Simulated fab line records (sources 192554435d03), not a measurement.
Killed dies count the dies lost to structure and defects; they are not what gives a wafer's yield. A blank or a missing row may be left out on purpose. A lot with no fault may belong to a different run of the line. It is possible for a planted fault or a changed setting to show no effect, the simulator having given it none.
One fault seen from 2 desks | flow n5 finfet | only its own numbers are on each desk; what lay behind them is given at the end

## AT THE METROLOGY DESK
Means of the sampled wafers that have a number, per lot and without regard to the tool the lot ran on: this is what the gauges read. The brackets show how far a lot's mean lies from the usual mean; more than 4 standard deviations puts the lot out of limits, marked OUT. Readings shown: 7 of its 11, picked as those furthest out on some lot.
Columns: A = cd nm at N5_ZERO_LAYER_CD_MEAS_11, usual 2000.7 nm; B = DIBL_N at N5_BEOL_M4_RC_MEAS_101, usual 35.9 mV/V; C = DIBL_P at N5_BEOL_M4_RC_MEAS_101, usual 35.9 mV/V; D = ION_N at N5_BEOL_M4_RC_MEAS_101, usual 672 uA/um; E = ION_P at N5_BEOL_M4_RC_MEAS_101, usual 461 uA/um; F = SS_P at N5_BEOL_M4_RC_MEAS_101, usual 73.2 mV/dec; G = VT_P at N5_BEOL_M4_RC_MEAS_101, usual -250 mV
lot  | first seen here | A      | B    | C    | D   | E   | F    | G
L658 | day 2 06:40     | 2001.5 | 36.8 | 36.3 | 669 | 460 | 73.5 | -249
L660 | day 2 18:52     | 2001.8 | 36.7 | 35.7 | 671 | 457 | 73.4 | -253
L666 | day 4 06:46     | 1998.0 | 35.0 | 34.8 | 656 | 448 | 73.3 | -255
L668 | day 4 18:46     | 2001.9 | 37.3 | 36.9 | 680 | 467 | 73.8 | -246
L674 | day 6 06:38     | 2000.8 | 35.0 | 35.2 | 664 | 465 | 73.3 | -248
L678 | day 7 06:38     | 2000.8 | 37.7 | 38.9 | 670 | 460 | 74.1 | -251
Result from this desk: across the 6 lots, nothing is out of limits.

## AT THE TOOL OWNER'S DESK: rie diel-04
The tool's own readings at N5_ZERO_LAYER_ETCH_17 (etches SiO2 in CF4, target depth 12 nm, time 13.3 s): means of the sampled wafers that have a number, for each lot that ran on this tool. The brackets show how far a lot's mean lies from the usual mean; more than 4 standard deviations puts the lot out of limits, marked OUT.
Columns: A = drypump motor current A at N5_ZERO_LAYER_ETCH_17, usual 5.8 A; B = oes product au at N5_ZERO_LAYER_ETCH_17, usual 0.78 a.u.; C = rf vpp V at N5_ZERO_LAYER_ETCH_17, usual 951 V; D = showerhead plenum p Torr at N5_ZERO_LAYER_ETCH_17, usual 2.17 Torr; E = throttle valve pct at N5_ZERO_LAYER_ETCH_17, usual 15.62 %
lot  | first seen here | A   | B    | C   | D    | E
L660 | day 2 19:23     | 5.9 | 0.76 | 952 | 2.19 | 15.56
L666 | day 4 07:07     | 5.7 | 0.68 | 953 | 2.19 | 15.77
L668 | day 4 18:51     | 5.9 | 0.69 | 953 | 2.20 | 15.75
Result from this desk: across the 3 lots, nothing is out of limits.

## BROUGHT TOGETHER
From the metrology desk's view, nothing was out of limits.
The tool owner's desk saw nothing out of limits.

## WHAT HAD BEEN PUT IN BY THE SIMULATOR
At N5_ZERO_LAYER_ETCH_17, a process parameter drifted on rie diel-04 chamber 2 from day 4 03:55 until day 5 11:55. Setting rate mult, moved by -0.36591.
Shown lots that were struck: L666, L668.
